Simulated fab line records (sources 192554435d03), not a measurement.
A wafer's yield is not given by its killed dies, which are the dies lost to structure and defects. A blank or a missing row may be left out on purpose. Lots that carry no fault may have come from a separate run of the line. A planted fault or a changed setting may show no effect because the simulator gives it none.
Split-lot experiment + flow n5_finfet + 21 wafers read across 7 lots, on a route 1938 steps long

== THE SPLIT ==
At N5_ZERO_LAYER_PECVD_02 (deposits SiO2 from SiH4/N2O, target thk 10 nm, time 6 s), the setting time_s was moved away from the recipe's 6 s on 5 of the 21 wafers read, by -14.3% to +9.9%. This setting was run at the recipe's value on the other wafers.

The reading is taken at the split's own step.

== THE READING ==
SiO2_of_ZERO_LAYER_PECVD_02.thk_nm (the simulator's own value, which no gauge read), in nm, at N5_ZERO_LAYER_PECVD_02 (deposits SiO2 from SiH4/N2O, target thk 10 nm, time 6 s). No usual value for it is given in the file. Across the 16 wafers here that went through the recipe, the average is 10.121 nm and the standard deviation 0.21 nm.

| wafer  | tool, chamber at the split | time_s as run, s | against the recipe | SiO2_of_ZERO_LAYER_PECVD_02.thk_nm, nm | against lot-mates on the recipe |
|--------|----------------------------|------------------|--------------------|----------------------------------------|---------------------------------|
| L075.2 | pecvd-02, 2                | 6                | recipe             | 10.05                                  | -                               |
| L075.4 | pecvd-02, 0                | 6                | recipe             | 9.664                                  | -                               |
| L075.6 | pecvd-02, 1                | 6                | recipe             | 9.915                                  | -                               |
| L085.2 | pecvd-04, 1                | 5.307            | -11.5%             | 8.61                                   | -1.332                          |
| L085.3 | pecvd-04, 0                | 6                | recipe             | 9.942                                  | -                               |
| L085.5 | pecvd-04, 0                | 5.307            | -11.5%             | 8.947                                  | -0.995                          |
| L087.1 | pecvd-02, 2                | 6                | recipe             | 10.29                                  | -                               |
| L087.2 | pecvd-02, 1                | 6                | recipe             | 10.43                                  | -                               |
| L087.3 | pecvd-02, 0                | 6                | recipe             | 10                                     | -                               |
| L092.2 | pecvd-03, 0                | 6                | recipe             | 9.91                                   | -                               |
| L092.5 | pecvd-03, 2                | 6                | recipe             | 10.33                                  | -                               |
| L092.6 | pecvd-03, 1                | 6                | recipe             | 10.32                                  | -                               |
| L093.1 | pecvd-03, 0                | 6                | recipe             | 10.04                                  | -                               |
| L093.4 | pecvd-03, 2                | 6.596            | +9.9%              | 11.29                                  | +1.195                          |
| L093.6 | pecvd-03, 0                | 6                | recipe             | 10.15                                  | -                               |
| L094.2 | pecvd-03, 2                | 6                | recipe             | 10.35                                  | -                               |
| L094.4 | pecvd-03, 2                | 6                | recipe             | 10.38                                  | -                               |
| L094.6 | pecvd-03, 0                | 6                | recipe             | 10.18                                  | -                               |
| L097.1 | pecvd-04, 2                | 6                | recipe             | 9.992                                  | -                               |
| L097.2 | pecvd-04, 1                | 5.139            | -14.3%             | 8.284                                  | -1.708                          |
| L097.4 | pecvd-04, 1                | 5.139            | -14.3%             | 8.567                                  | -1.425                          |

FIT RESULTS
A straight line over all 21 wafers: SiO2_of_ZERO_LAYER_PECVD_02.thk_nm changes by +0.117 nm for each +1% of time_s; r = +0.96; the points scatter about the line by 0.21 nm.
The same after taking each lot's own level away (the mean of its wafers on the recipe; 21 wafers): +0.108 nm for each +1%; r = +0.97; scatter 0.15 nm.
That fit puts the effect of the largest move of time_s on the reading at 1.6 nm.
Measured against the standard deviation above, the lots' own levels, which go from 9.8763 to 10.3033 nm, span 2.0 times it.
Consequently the slope shifts little with the lot-to-lot level, the two slopes agreeing.
Check: with one of the wafers moved furthest among these (-14.3%) left out of the fit, the line predicts -1.48 nm for it against its lot-mates. Against them it came out at -1.71 nm.

== FILE'S OWN FIT ==
SiO2_of_ZERO_LAYER_PECVD_02.thk_nm changes by +0.109 nm for each +1% of time_s, r = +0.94.
